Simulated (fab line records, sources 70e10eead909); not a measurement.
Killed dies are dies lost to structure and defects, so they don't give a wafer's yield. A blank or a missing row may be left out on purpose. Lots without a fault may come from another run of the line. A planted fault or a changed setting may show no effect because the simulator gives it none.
fab line records | flow nand_harc
record lots=24 wafers=72 last_day=33
route steps=1302 shown A_CONTACT@1010
lots that met no fault: from a run of the same line without faults
start_h: hours from the record's first day to the start of the lot's first wafer shown | wait_h: hours since the lot's step before | " the same as in the row above | L1.1+2: a row that stands for several wafers | - no value, or no start given | * or withheld: withheld | < > ~ a bound
route shown NAME@n: a module of which the file shows steps, and the number in the route of the first | usual: mean/standard deviation of fault-free wafers | same: alike in all rows | chamber/n: place in a boat | sites: the reading at each site | _std_site: their standard deviation | _edge_site: outer sites' mean less inner sites' | radius_mm: how far each site lies from the wafer's centre | mask NAME#n: copy n | behind: the tool/chamber that last shaped the wafer | hold: why the lot was held/for how many hours/how that ended | device: the transistor (n, p or np) that didn't switch | end of line: the same wafers' tests at the end of the route | a step without rows: its recipe alone | killed: dies lost to structure and defects at the first sort, not the wafer's yield | map: a wafer's dies, x killed, . not, _ none there
set.NAME: the setting as run; set.NAME@STEP: as run at that earlier step | model.NAME: the simulator's own value behind a step, which no gauge read
steps of the route over a sample of lots; a table a step, a row a wafer
services: from which hour (start_h, from the record's first day; less than 0 if before it) a tool's chamber was out of use, for how many hours, and why
## steps
# step NHARC_A_CONTACT_ETCH_116
# recipe source_w=withheld pressure_mtorr=20 bias_v=3000 time_s=190 target_depth_a=18500 ar_flow_sccm=withheld c4f8_flow_sccm=withheld o2_flow_sccm=withheld chemistry=C4F8/O2/Ar
# columns lot.wafer tool chamber start_h wait_h rf_hours_counter_h
L074.2 har_cap_etch-02 1 488.45 0.1 82
L074.4 " 0 " " -
L074.5 " 0 " " -
L075.2 har_cap_etch-01 0 491.28 0.1 128
L075.3 " 1 " " -
L075.6 " 1 " " -
L076.2 har_cap_etch-03 0 511.34 0.1 43
L076.1 " 1 " " 43
L076.3 " 0 " " -
L077.1 har_cap_etch-03 0 527.24 0.1 46
L077.2 " 1 " " 46
L077.5 " 1 " " -
L078.4 har_cap_etch-01 1 536.79 0.1 -
L078.3 " 0 " " -
L078.6 " 0 " " -
L080.1 har_cap_etch-02 0 543.22 0.1 92
L080.3 " 1 " " -
L080.5 " 0 " " -
L079.1 har_cap_etch-03 0 547.81 0.1 50
L079.4 " 0 " " -
L079.3 " 1 " " -
L081.3 har_cap_etch-03 1 575.26 0.1 -
L081.6 " 1 " " -
L081.5 " 0 " " -
L083.2 har_cap_etch-01 1 576.61 0.1 10
L083.4 " 1 " " -
L083.3 " 0 " " -
L082.3 har_cap_etch-02 0 578.45 0.1 -
L082.4 " 1 " " -
L082.6 " 0 " " -
L085.1 har_cap_etch-03 0 605.59 0.1 60
L085.4 " 0 " " -
L085.6 " 1 " " -
L084.1 har_cap_etch-01 1 605.94 0.1 15
L084.5 " 1 " " -
L084.6 " 0 " " -
L086.4 har_cap_etch-02 1 611.44 0.1 -
L086.3 " 0 " " -
L086.6 " 0 " " -
L087.4 har_cap_etch-02 0 619.88 0.1 -
L087.3 " 1 " " -
L087.6 " 0 " " -
L088.2 har_cap_etch-03 1 635.10 0.1 66
L088.3 " 0 " " -
L088.5 " 1 " " -
L089.3 har_cap_etch-01 1 635.39 0.1 -
L089.6 " 0 " " -
L089.5 " 1 " " -
L091.2 har_cap_etch-02 0 658.36 0.1 114
L091.5 " 1 " " -
L091.6 " 0 " " -
L090.2 har_cap_etch-03 1 664.39 0.1 71
L090.6 " 1 " " -
L090.5 " 0 " " -
L092.2 har_cap_etch-01 1 685.96 0.1 28
L092.4 " 1 " " -
L092.5 " 1 " " -
L093.1 har_cap_etch-03 1 691.72 0.2 74
L093.2 " 0 " " 74
L093.5 " 1 " " -
L096.1 har_cap_etch-03 1 705.50 0.1 77
L096.2 " 0 " " 77
L096.4 " 1 " " -
L095.4 har_cap_etch-02 0 705.73 0.1 -
L095.5 " 1 " " -
L095.6 " 0 " " -
L097.1 har_cap_etch-03 0 710.53 0.1 79
L097.3 " 0 " " -
L097.5 " 0 " " -
L094.1 har_cap_etch-02 1 714.74 0.1 124
L094.3 " 0 " " -
L094.5 " 0 " " -
# step NHARC_A_CONTACT_ETCH_117
# recipe source_w=withheld pressure_mtorr=20 bias_v=3000 time_s=190 target_depth_a=18500 ar_flow_sccm=withheld c4f8_flow_sccm=withheld o2_flow_sccm=withheld chemistry=C4F8/O2/Ar
# columns lot.wafer tool chamber start_h wait_h rf_hours_counter_h
L074.2 har_cap_etch-02 1 488.62 0.1 82
L074.4 " 0 " " -
L074.5 " 0 " " -
L075.2 har_cap_etch-01 0 491.45 0.1 128
L075.3 " 1 " " -
L075.6 " 1 " " -
L076.2 har_cap_etch-03 0 511.52 0.1 43
L076.1 " 1 " " 43
L076.3 " 0 " " -
L077.1 har_cap_etch-03 0 527.41 0.1 47
L077.2 " 1 " " 47
L077.5 " 1 " " -
L078.4 har_cap_etch-01 1 536.96 0.1 -
L078.3 " 0 " " -
L078.6 " 0 " " -
L080.1 har_cap_etch-02 0 543.39 0.1 92
L080.3 " 1 " " -
L080.5 " 0 " " -
L079.1 har_cap_etch-03 0 547.98 0.1 51
L079.4 " 0 " " -
L079.3 " 1 " " -
L081.3 har_cap_etch-03 1 575.43 0.1 -
L081.6 " 1 " " -
L081.5 " 0 " " -
L083.2 har_cap_etch-01 1 576.79 0.1 10
L083.4 " 1 " " -
L083.3 " 0 " " -
L082.3 har_cap_etch-02 0 578.62 0.1 -
L082.4 " 1 " " -
L082.6 " 0 " " -
L085.1 har_cap_etch-03 0 605.76 0.1 60
L085.4 " 0 " " -
L085.6 " 1 " " -
L084.1 har_cap_etch-01 1 606.11 0.1 15
L084.5 " 1 " " -
L084.6 " 0 " " -
L086.4 har_cap_etch-02 1 611.61 0.1 -
L086.3 " 0 " " -
L086.6 " 0 " " -
L087.4 har_cap_etch-02 0 620.05 0.1 -
L087.3 " 1 " " -
L087.6 " 0 " " -
L088.2 har_cap_etch-03 1 635.28 0.1 66
L088.3 " 0 " " -
L088.5 " 1 " " -
L089.3 har_cap_etch-01 1 635.56 0.1 -
L089.6 " 0 " " -
L089.5 " 1 " " -
L091.2 har_cap_etch-02 0 658.53 0.1 114
L091.5 " 1 " " -
L091.6 " 0 " " -
L090.2 har_cap_etch-03 1 664.56 0.1 71
L090.6 " 1 " " -
L090.5 " 0 " " -
L092.2 har_cap_etch-01 1 686.13 0.1 28
L092.4 " 1 " " -
L092.5 " 1 " " -
L093.1 har_cap_etch-03 1 691.95 0.2 74
L093.2 " 0 " " 74
L093.5 " 1 " " -
L096.1 har_cap_etch-03 1 705.67 0.1 77
L096.2 " 0 " " 77
L096.4 " 1 " " -
L095.4 har_cap_etch-02 0 705.90 0.1 -
L095.5 " 1 " " -
L095.6 " 0 " " -
L097.1 har_cap_etch-03 0 710.70 0.1 79
L097.3 " 0 " " -
L097.5 " 0 " " -
L094.1 har_cap_etch-02 1 714.91 0.1 124
L094.3 " 0 " " -
L094.5 " 0 " " -
# step NHARC_A_CONTACT_DEP_58
# recipe target_thk_a=900 target_thk_nm=90 temp_c=400 pressure_torr=3.5 flow_sccm=200 rf_w=350 material=SiON
# usual heater_power_w=700/85
# columns lot.wafer tool chamber start_h wait_h heater_power_w
L074.2 pecvd-03 0 501.31 2.3 700
L074.4 " 0 " " 696
L074.5 " 2 " " 635
L075.2 pecvd-02 0 501.58 2.2 762
L075.3 " 1 " " 601
L075.6 " 2 " " 680
L076.1 pecvd-02 0 518.11 2.7 775
L076.3 " 1 " " 717
L076.2 " 2 " " 667
L077.1 pecvd-01 0 536.26 2.8 723
L077.2 " 1 " " 911
L077.5 " 2 " " 790
L078.3 pecvd-01 1 543.41 1.6 798
L078.6 " 2 " " 683
L078.4 " 0 " " 712
L080.1 pecvd-01 1 549.96 2.7 803
L080.3 " 2 " " 739
L080.5 " 2 " " 744
L079.1 pecvd-02 2 554.36 2.7 599
L079.3 " 2 " " 602
L079.4 " 2 " " 620
L081.3 pecvd-03 0 582.52 1.6 578
L081.5 " 0 " " 591
L081.6 " 1 " " 723
L083.3 pecvd-01 1 583.29 1.7 770
L083.2 " 2 " " 782
L083.4 " 1 " " 784
L082.3 pecvd-03 2 586.51 1.7 572
L082.6 " 2 " " 587
L082.4 " 0 " " 701
L085.1 pecvd-02 2 612.24 2.8 622
L085.4 " 0 " " 781
L085.6 " 1 " " 666
L084.1 pecvd-01 0 612.58 2.8 715
L084.5 " 0 " " 738
L084.6 " 1 " " 806
L086.3 pecvd-01 2 625.08 1.7 769
L086.4 " 1 " " 876
L086.6 " 0 " " 737
L087.3 pecvd-03 2 632.02 1.7 495
L087.6 " 1 " " 778
L087.4 " 2 " " 483
L088.3 pecvd-01 2 641.71 1.6 783
L088.2 " 0 " " 643
L088.5 " 0 " " 656
L089.3 pecvd-01 2 643.27 1.7 778
L089.5 " 0 " " 721
L089.6 " 2 " " 779
L091.2 pecvd-03 2 667.60 2.2 569
L091.6 " 1 " " 687
L091.5 " 2 " " 554
L090.2 pecvd-02 1 672.64 2.2 626
L090.6 " 1 " " 620
L090.5 " 0 " " 693
L092.2 pecvd-02 0 692.69 2.3 710
L092.5 " 2 " " 689
L092.4 " 0 " " 718
L093.2 pecvd-01 0 698.95 2.1 712
L093.1 " 2 " " 626
L093.5 " 1 " " 849
L096.2 pecvd-03 2 714.32 2.1 588
L096.1 " 0 " " 657
L096.4 " 0 " " 659
L095.5 pecvd-02 2 715.07 0.6 655
L095.6 " 0 " " 735
L095.4 " 1 " " 679
L097.3 pecvd-01 0 717.57 1.6 676
L097.1 " 1 " " 772
L097.5 " 2 " " 663
L094.1 pecvd-03 1 722.49 2.7 786
L094.3 " 2 " " 545
L094.5 " 2 " " 542
# step NHARC_A_CONTACT_DESCUM_74
# recipe time_s=3 o2_flow_sccm=200 ar_flow_sccm=0 bias_power_w=0 chemistry=O2
# usual drypump_motor_current_A=5.8/0.49 mfc_ar_sccm=0.010/0.0074 oes_product_au=1.001/0.0075 rf_vpp_V=57.7/0.89 showerhead_plenum_p_Torr=1.91/0.076 throttle_valve_pct=11.313/0.0094
# columns lot.wafer tool chamber start_h wait_h drypump_motor_current_A mfc_ar_sccm oes_product_au rf_hours_counter_h rf_vpp_V showerhead_plenum_p_Torr throttle_valve_pct
L074.4 rie_diel-11 0 502.22 0.1 5.2 0.007 1.010 11 58.8 1.99 11.303
L074.2 " 1 " " 5.5 0.016 0.995 11 57.4 1.94 11.316
L074.5 " 1 " " 5.5 0.016 0.997 - 59.4 1.94 11.307
L075.2 rie_diel-03 1 502.46 0.1 5.6 0.006 1.005 12 58.5 1.97 11.312
L075.3 " 3 " " 6.2 0.024 1.014 10 58.9 2.03 11.313
L075.6 " 1 " " 5.6 0.006 0.997 - 58.4 1.97 11.324
L076.3 rie_diel-11 0 519.02 0.1 5.2 0.007 0.991 14 58.6 1.99 11.298
L076.2 " 1 " " 5.5 0.016 0.997 15 57.7 1.93 11.313
L076.1 " 2 " " 5.4 0.013 1.005 13 58.3 1.95 11.330
L077.2 rie_diel-08 2 537.04 0.1 6.2 0.016 1.006 55 58.0 1.93 11.307
L077.1 " 3 " " 6.1 0.003 1.004 54 58.7 2.02 11.328
L077.5 " 0 " " 6.4 0.027 0.994 - 58.6 1.86 11.326
L078.4 rie_diel-11 3 544.32 0.1 6.5 0.005 1.006 16 58.3 1.80 11.308
L078.3 " 0 " " 5.2 0.007 1.013 19 58.0 1.99 11.336
L078.6 " 3 " " 6.5 0.005 0.997 - 57.6 1.80 11.308
L080.1 rie_diel-11 2 550.76 0.1 5.4 0.013 1.006 20 58.2 1.94 11.322
L080.3 " 3 " " 6.5 0.005 1.010 18 58.0 1.80 11.323
L080.5 " 0 " " 5.2 0.007 1.003 - 58.1 1.99 11.309
L079.3 rie_diel-08 1 555.60 0.1 5.7 0 0.995 0 57.5 1.85 11.316
L079.1 " 2 " " 6.2 0.016 1.016 0 57.5 1.92 11.316
L079.4 " 3 " " 6.0 0.003 0.997 0 55.8 2.02 11.320
L081.3 rie_diel-11 1 583.31 0.1 5.5 0.016 0.984 27 58.3 1.93 11.321
L081.6 " 3 " " 6.5 0.005 1.005 - 56.6 1.80 11.314
L081.5 " 0 " " 5.2 0.007 0.997 - 57.8 1.99 11.308
L083.2 rie_diel-03 1 584.18 0.1 5.6 0.006 0.998 40 59.3 1.96 11.314
L083.3 " 2 " " 6.4 0.000 0.991 37 58.0 1.82 11.308
L083.4 " 3 " " 6.2 0.024 1.006 41 58.2 2.02 11.318
L082.3 rie_diel-08 2 587.27 0.1 6.2 0.016 1.004 10 57.0 1.92 11.319
L082.4 " 0 " " 6.4 0.027 0.990 9 56.3 1.85 11.317
L082.6 " 2 " " 6.2 0.016 1.006 - 58.1 1.92 11.302
L085.1 rie_diel-03 1 613.09 0.1 5.6 0.006 1.005 50 58.0 1.96 11.306
L085.4 " 0 " " 5.7 0.008 0.997 55 57.2 1.84 11.313
L085.6 " 2 " " 6.4 0.000 0.995 - 57.6 1.81 11.296
L084.1 rie_diel-03 1 613.50 0.1 5.6 0.006 1.011 50 58.8 1.96 11.325
L084.6 " 1 " " 5.6 0.006 1.004 - 58.5 1.96 11.311
L084.5 " 2 " " 6.4 0.000 1.000 - 58.0 1.81 11.307
L086.3 rie_diel-11 1 625.85 0.1 5.5 0.016 1.002 0 57.9 1.93 11.306
L086.4 " 2 " " 5.4 0.013 0.993 0 56.8 1.94 11.322
L086.6 " 0 " " 5.2 0.007 0.993 - 57.6 1.98 11.300
L087.3 rie_diel-03 3 632.77 0.1 6.2 0.024 1.005 - 58.0 2.02 11.317
L087.4 " 2 " " 6.5 0.000 1.000 - 56.8 1.81 11.322
L087.6 " 2 " " 6.5 0.000 1.003 - 56.3 1.81 11.299
L088.3 rie_diel-11 1 642.49 0.1 5.5 0.016 0.990 4 58.9 1.93 11.303
L088.2 " 2 " " 5.4 0.013 1.007 5 57.8 1.94 11.314
L088.5 " 2 " " 5.5 0.013 1.012 - 58.0 1.94 11.322
L089.3 rie_diel-11 3 644.29 0.2 6.6 0.005 0.996 5 56.8 1.79 11.309
L089.5 " 3 " " 6.6 0.005 1.003 - 57.9 1.79 11.321
L089.6 " 0 " " 5.2 0.007 0.996 - 58.6 1.98 11.319
L091.2 rie_diel-03 0 668.47 0.1 5.7 0.008 1.020 8 56.6 1.84 11.301
L091.5 " 1 " " 5.6 0.006 0.999 - 57.7 1.96 11.310
L091.6 " 2 " " 6.5 0.000 1.005 - 58.4 1.81 11.297
L090.2 rie_diel-11 0 673.44 0.1 5.2 0.007 0.994 8 56.4 1.98 11.318
L090.6 " 0 " " 5.2 0.007 1.003 - 57.5 1.98 11.317
L090.5 " 2 " " 5.4 0.013 1.004 - 58.4 1.94 11.297
L092.2 rie_diel-11 1 693.57 0.1 5.5 0.016 0.994 13 58.2 1.92 11.315
L092.4 " 2 " " 5.4 0.013 0.993 13 57.5 1.94 11.322
L092.5 " 1 " " 5.5 0.016 0.982 - 57.3 1.92 11.311
L093.1 rie_diel-08 0 699.88 0.1 6.4 0.027 1.001 45 58.4 1.84 11.299
L093.2 " 1 " " 5.7 0 0.996 47 58.2 1.83 11.335
L093.5 " 2 " " 6.2 0.016 1.002 - 57.7 1.91 11.325
L096.2 rie_diel-11 1 715.11 0.1 5.5 0.016 0.993 16 57.2 1.92 11.311
L096.4 " 2 " " 5.4 0.013 0.995 17 58.0 1.93 11.332
L096.1 " 3 " " 6.6 0.005 1.006 14 55.8 1.79 11.321
L095.4 rie_diel-03 3 715.89 0.1 6.2 0.024 1.011 21 57.6 2.01 11.297
L095.5 " 3 " " 6.2 0.024 1.017 - 58.2 2.01 11.315
L095.6 " 0 " " 5.7 0.008 1.014 - 58.2 1.83 11.315
L097.3 rie_diel-03 1 718.49 0.1 5.6 0.006 1.004 22 58.0 1.95 11.317
L097.1 " 2 " " 6.4 0.000 1.008 25 57.2 1.80 11.295
L097.5 " 1 " " 5.6 0.006 1.003 - 57.6 1.95 11.324
L094.1 rie_diel-11 2 723.36 0.1 5.5 0.013 0.993 19 57.0 1.93 11.326
L094.3 " 3 " " 6.5 0.005 0.998 16 57.5 1.79 11.309
L094.5 " 2 " " 5.4 0.013 1.012 - 57.0 1.93 11.314
# step NHARC_A_CONTACT_ETCH_97
# recipe target_depth_a=200 over_etch_frac=0.5 time_s=10 ion_energy_ev=250 c4f6_flow_sccm=25 o2_flow_sccm=20 ar_flow_sccm=500 rf_w=600 bias_w=500 chemistry=C4F6/O2
# usual drypump_motor_current_A=5.8/0.49 mfc_ar_sccm=500.1/1.4 oes_product_au=0.958/0.023 rf_vpp_V=546.6/2.9 showerhead_plenum_p_Torr=3.91/0.14 throttle_valve_pct=26.903/0.0092
# columns lot.wafer tool chamber start_h wait_h drypump_motor_current_A mfc_ar_sccm oes_product_au rf_hours_counter_h rf_vpp_V showerhead_plenum_p_Torr throttle_valve_pct
L074.4 rie_diel-11 3 - - 6.6 500.2 0.948 10 542.4 3.71 26.901
L074.2 " 1 " " 5.5 501.0 0.947 12 547.4 3.96 26.913
L074.5 " 0 " " 5.2 500.4 0.966 - 549.6 4.07 26.894
L075.2 rie_diel-11 3 - - 6.6 500.8 0.941 10 543.3 3.71 26.891
L075.3 " 0 " " 5.2 502.0 0.952 12 549.6 4.07 26.902
L075.6 " 2 " " 5.4 499.9 0.941 - 547.7 3.99 26.889
L076.1 rie_diel-11 3 - - 6.6 496.7 0.948 13 543.7 3.71 26.913
L076.2 " 0 " " 5.2 502.7 0.969 15 550.0 4.07 26.907
L076.3 " 1 " " 5.5 498.7 0.948 16 547.0 3.96 26.905
L077.2 rie_diel-08 1 - - 5.8 502.0 0.960 51 543.1 3.80 26.914
L077.1 " 3 " " 6.1 499.9 0.961 55 550.9 4.12 26.893
L077.5 " 0 " " 6.4 499.5 0.945 - 544.3 3.82 26.905
L078.3 rie_diel-03 3 - - 6.2 498.4 1.002 26 551.3 4.14 26.898
L078.4 " 0 " " 5.7 502.4 0.998 33 544.9 3.80 26.895
L078.6 " 3 " " 6.2 498.6 1.004 - 551.6 4.14 26.899
L080.1 rie_diel-11 0 - - 5.2 499.1 0.960 21 548.5 4.06 26.898
L080.3 " 1 " " 5.5 498.2 0.947 23 548.1 3.96 26.899
L080.5 " 1 " " 5.5 498.9 0.941 - 547.5 3.96 26.894
L079.1 rie_diel-11 1 - - 5.5 499.8 0.934 24 548.1 3.96 26.884
L079.4 " 3 " " 6.6 502.0 0.956 20 543.5 3.71 26.909
L079.3 " 0 " " 5.2 501.3 0.947 22 548.8 4.06 26.898
L081.3 rie_diel-03 2 - - 6.4 500.6 0.997 38 543.1 3.74 26.926
L081.6 " 3 " " 6.2 500.8 1.010 - 551.2 4.13 26.909
L081.5 " 0 " " 5.7 500.9 1.005 - 544.5 3.79 26.920
L083.4 rie_diel-03 1 - - 5.6 500.2 0.937 42 548.9 4.02 26.902
L083.3 " 2 " " 6.5 501.7 0.936 38 543.9 3.74 26.913
L083.2 " 0 " " 5.7 498.2 0.940 49 543.6 3.79 26.902
L082.3 rie_diel-11 3 - - 6.6 500.7 0.943 25 542.5 3.71 26.909
L082.4 " 1 " " 5.5 501.3 0.947 28 546.6 3.95 26.895
L082.6 " 3 " " 6.6 499.4 0.933 - 543.9 3.71 26.910
L085.4 rie_diel-03 3 - - 6.2 497.4 0.972 49 551.1 4.12 26.912
L085.1 " 2 " " 6.5 499.1 0.958 48 543.1 3.74 26.892
L085.6 " 3 " " 6.2 498.4 0.954 - 551.6 4.12 26.914
L084.1 rie_diel-03 1 - - 5.6 501.4 0.935 52 548.1 4.01 26.907
L084.5 " 1 " " 5.6 502.1 0.941 - 549.1 4.01 26.903
L084.6 " 2 " " 6.4 500.2 0.941 - 542.5 3.74 26.911
L086.4 rie_diel-08 3 - - 6.1 500.0 0.945 22 550.0 4.10 26.900
L086.3 " 1 " " 5.7 500.0 0.963 23 544.9 3.79 26.898
L086.6 " 3 " " 6.1 496.9 0.953 - 550.8 4.10 26.915
L087.3 rie_diel-11 0 - - 5.2 500.0 0.941 3 548.4 4.05 26.908
L087.4 " 3 " " 6.6 498.9 0.959 3 541.3 3.70 26.916
L087.6 " 1 " " 5.5 497.4 0.919 - 547.9 3.95 26.915
L088.3 rie_diel-03 0 646.61 0.1 5.7 500.8 1.009 0 544.2 3.79 26.897
L088.2 " 2 " " 6.5 501.0 0.997 0 542.6 3.73 26.901
L088.5 " 0 " " 5.7 500.8 1.000 - 544.4 3.79 26.895
L089.3 rie_diel-11 2 - - 5.5 500.6 0.946 6 548.1 3.97 26.899
L089.6 " 1 " " 5.4 501.3 0.941 - 546.7 3.95 26.912
L089.5 " 2 " " 5.5 502.0 0.937 - 546.6 3.97 26.916
L091.2 rie_diel-03 0 - - 5.7 501.6 0.951 8 543.7 3.78 26.889
L091.5 " 3 " " 6.2 501.1 0.963 - 552.0 4.11 26.915
L091.6 " 0 " " 5.7 502.6 0.946 - 543.7 3.78 26.902
L090.2 rie_diel-08 2 - - 6.2 501.2 0.962 41 546.2 3.92 26.900
L090.6 " 0 " " 6.4 501.5 0.963 - 544.0 3.79 26.906
L090.5 " 1 " " 5.7 498.9 0.947 - 543.7 3.78 26.909
L092.2 rie_diel-11 3 - - 6.6 499.8 0.945 12 543.2 3.70 26.896
L092.4 " 1 " " 5.5 501.1 0.935 13 547.4 3.94 26.900
L092.5 " 3 " " 6.6 498.9 0.946 - 542.3 3.70 26.905
L093.1 rie_diel-03 1 - - 5.6 499.9 1.002 18 548.3 3.99 26.901
L093.2 " 3 " " 6.2 501.7 1.016 16 550.3 4.11 26.903
L093.5 " 1 " " 5.6 500.8 1.000 - 548.1 4.00 26.918
L096.4 rie_diel-11 3 - - 6.6 499.7 0.928 15 541.6 3.70 26.874
L096.2 " 0 " " 5.2 500.7 0.951 15 549.7 4.05 26.916
L096.1 " 2 " " 5.4 503.1 0.941 18 547.7 3.96 26.908
L095.4 rie_diel-11 0 - - 5.2 498.4 0.951 16 549.7 4.05 26.912
L095.6 " 2 " " 5.5 499.3 0.944 - 548.7 3.96 26.909
L095.5 " 3 " " 6.6 501.6 0.946 - 542.9 3.70 26.898
L097.3 rie_diel-11 2 - - 5.5 501.7 0.963 18 546.7 3.96 26.908
L097.1 " 3 " " 6.6 499.6 0.958 16 542.3 3.70 26.883
L097.5 " 1 " " 5.5 502.2 0.955 - 547.1 3.94 26.896
L094.3 rie_diel-11 1 - - 5.4 500.7 0.953 19 547.0 3.94 26.894
L094.1 " 2 " " 5.4 501.7 0.961 21 547.0 3.96 26.920
L094.5 " 2 " " 5.5 500.1 0.968 - 547.7 3.96 26.900
# step NHARC_A_CONTACT_STRIP_82
# recipe o2_flow_sccm=500 ar_flow_sccm=0 bias_w=0 chemistry=O2
# usual drypump_motor_current_A=5.9/0.47 mfc_ar_sccm=0.010/0.0076 oes_product_au=1.001/0.0069 rf_vpp_V=57.7/0.87 showerhead_plenum_p_Torr=3.52/0.13 throttle_valve_pct=17.035/0.0088
# columns lot.wafer tool chamber start_h wait_h drypump_motor_current_A mfc_ar_sccm oes_product_au rf_hours_counter_h rf_vpp_V showerhead_plenum_p_Torr throttle_valve_pct
L074.2 rie_diel-03 0 - - 5.7 0.008 0.998 16 58.2 3.43 17.022
L074.4 " 2 " " 6.4 0.000 0.998 13 56.9 3.38 17.034
L074.5 " 0 " " 5.7 0.008 1.002 - 57.0 3.43 17.045
L075.2 rie_diel-03 1 - - 5.6 0.006 0.998 13 57.4 3.63 17.038
L075.3 " 2 " " 6.4 0.000 1.005 13 57.6 3.38 17.040
L075.6 " 1 " " 5.6 0.006 1.000 - 58.2 3.63 17.041
L076.1 rie_diel-08 2 - - 6.2 0.016 1.005 54 58.6 3.55 17.034
L076.3 " 3 " " 6.1 0.003 0.999 53 58.2 3.71 17.047
L076.2 " 0 " " 6.4 0.027 0.996 46 58.2 3.43 17.030
L077.2 rie_diel-08 2 - - 6.2 0.016 1.007 57 57.9 3.55 17.051
L077.1 " 3 " " 6.1 0.003 0.993 56 59.5 3.71 17.045
L077.5 " 2 " " 6.2 0.016 0.997 - 57.0 3.55 17.022
L078.3 rie_diel-11 3 - - 6.6 0.005 0.990 18 57.8 3.33 17.025
L078.4 " 0 " " 5.2 0.007 1.010 20 58.1 3.66 17.017
L078.6 " 3 " " 6.6 0.005 0.997 - 56.0 3.33 17.036
L080.3 rie_diel-03 3 - - 6.2 0.024 1.002 27 57.1 3.72 17.038
L080.1 " 1 " " 5.6 0.006 0.993 30 58.0 3.62 17.030
L080.5 " 0 " " 5.7 0.008 0.998 - 58.0 3.41 17.027
L079.4 rie_diel-11 0 - - 5.2 0.007 1.001 22 56.9 3.65 17.045
L079.1 " 1 " " 5.4 0.016 0.992 24 57.6 3.56 17.024
L079.3 " 2 " " 5.5 0.013 0.998 22 59.3 3.58 17.038
L081.3 rie_diel-11 3 - - 6.6 0.005 1.004 25 56.1 3.33 17.045
L081.5 " 3 " " 6.6 0.005 1.001 - 57.2 3.33 17.032
L081.6 " 0 " " 5.2 0.007 1.003 - 58.4 3.65 17.046
L083.2 rie_diel-03 1 - - 5.6 0.006 0.993 42 57.0 3.61 17.044
L083.4 " 2 " " 6.5 0.000 0.997 38 57.9 3.36 17.033
L083.3 " 3 " " 6.2 0.024 1.007 42 57.9 3.72 17.038
L082.3 rie_diel-08 3 - - 6.1 0.003 1.014 11 58.4 3.70 17.034
L082.4 " 1 " " 5.6 0 0.997 12 58.2 3.41 17.047
L082.6 " 0 " " 6.4 0.027 1.000 - 57.2 3.43 17.034
L085.4 rie_diel-03 3 - - 6.2 0.024 0.999 49 58.9 3.71 17.041
L085.1 " 1 " " 5.6 0.006 1.000 52 56.3 3.61 17.047
L085.6 " 3 " " 6.2 0.024 1.006 - 58.1 3.71 17.028
L084.1 rie_diel-03 2 - - 6.4 0.000 1.002 48 56.5 3.36 17.038
L084.6 " 1 " " 5.6 0.006 1.006 - 57.1 3.61 17.043
L084.5 " 2 " " 6.4 0.000 0.999 - 57.1 3.36 17.035
L086.3 rie_diel-11 0 - - 5.2 0.007 1.007 2 58.8 3.65 17.036
L086.4 " 1 " " 5.5 0.016 0.997 2 57.1 3.55 17.041
L086.6 " 3 " " 6.6 0.005 1.003 - 57.5 3.33 17.020
L087.3 rie_diel-08 3 - - 6.1 0.003 0.997 25 57.2 3.69 17.025
L087.4 " 1 " " 5.7 0 1.003 25 56.8 3.40 17.031
L087.6 " 2 " " 6.3 0.016 1.011 - 57.3 3.53 17.020
L088.3 rie_diel-11 3 - - 6.6 0.005 1.001 6 57.5 3.32 17.035
L088.2 " 2 " " 5.4 0.013 1.005 6 57.2 3.57 17.043
L088.5 " 3 " " 6.6 0.005 1.005 - 57.5 3.32 17.037
L089.3 rie_diel-11 1 - - 5.5 0.016 0.986 6 56.8 3.55 17.025
L089.6 " 1 " " 5.5 0.016 0.989 - 57.9 3.55 17.028
L089.5 " 2 " " 5.5 0.013 1.003 - 57.9 3.57 17.039
L091.2 rie_diel-11 0 - - 5.2 0.007 1.007 8 58.2 3.65 17.042
L091.6 " 3 " " 6.6 0.005 1.000 - 58.0 3.32 17.041
L091.5 " 2 " " 5.5 0.013 1.000 - 57.7 3.57 17.026
L090.2 rie_diel-08 1 - - 5.7 0 0.991 44 57.5 3.39 17.031
L090.5 " 0 " " 6.4 0.027 0.999 - 58.5 3.41 17.050
L090.6 " 1 " " 5.7 0 0.997 - 57.4 3.39 17.031
L092.4 rie_diel-03 3 - - 6.2 0.024 1.014 14 59.3 3.70 17.044
L092.2 " 1 " " 5.6 0.006 1.005 14 57.5 3.60 17.036
L092.5 " 3 " " 6.2 0.024 1.015 - 58.6 3.70 17.040
L093.2 rie_diel-11 0 - - 5.2 0.007 1.009 14 59.1 3.64 17.036
L093.1 " 1 " " 5.5 0.016 1.001 15 58.2 3.55 17.044
L093.5 " 2 " " 5.5 0.013 1.009 - 57.2 3.56 17.010
L096.2 rie_diel-11 1 - - 5.5 0.016 0.990 17 57.7 3.54 17.038
L096.1 " 2 " " 5.4 0.013 1.011 18 57.1 3.56 17.025
L096.4 " 3 " " 6.6 0.005 1.005 15 58.8 3.32 17.025
L095.4 rie_diel-11 2 - - 5.5 0.013 1.003 18 55.8 3.56 17.059
L095.6 " 1 " " 5.5 0.016 0.993 - 58.8 3.55 17.047
L095.5 " 2 " " 5.5 0.013 0.989 - 56.3 3.56 17.021
L097.1 rie_diel-11 2 - - 5.5 0.013 1.012 19 57.2 3.56 17.032
L097.3 " 0 " " 5.2 0.007 1.000 16 58.2 3.64 17.035
L097.5 " 2 " " 5.5 0.013 1.005 - 58.9 3.56 17.042
L094.3 rie_diel-11 0 - - 5.2 0.007 0.999 18 58.5 3.64 17.024
L094.1 " 1 " " 5.5 0.016 0.985 20 59.3 3.54 17.032
L094.5 " 0 " " 5.2 0.007 1.007 - 57.5 3.64 17.032
## services
# columns tool chamber start_h hours kind
pecvd-01 1 484.64 6.0 repair
rie_diel-03 3 490.72 4.6 repair
pecvd-01 - 492.21 13.0 pm
har_cap_etch-01 - 497.00 17.0 pm
rie_diel-03 - 503.76 0.7 repair
pecvd-03 1 517.36 20.8 repair
har_cap_etch-02 - 533.87 0.6 repair
rie_diel-08 - 545.69 9.0 pm
pecvd-02 0 545.78 22.0 repair
pecvd-03 - 547.00 13.0 pm
pecvd-02 1 551.98 4.4 repair
pecvd-02 - 589.43 13.0 pm
rie_diel-11 - 610.48 9.0 pm
rie_diel-03 1 627.97 4.9 repair
rie_diel-03 0 632.52 12.3 repair
pecvd-01 - 636.35 0.5 repair
rie_diel-03 - 636.63 9.0 pm
rie_diel-08 2 650.13 11.7 repair
har_cap_etch-03 - 653.46 0.8 repair
rie_diel-11 3 660.23 4.5 repair
rie_diel-11 1 672.14 4.0 repair
pecvd-01 - 673.21 13.0 pm
rie_diel-08 - 724.19 9.0 pm
pecvd-03 - 728.00 13.0 pm
## key
fault none
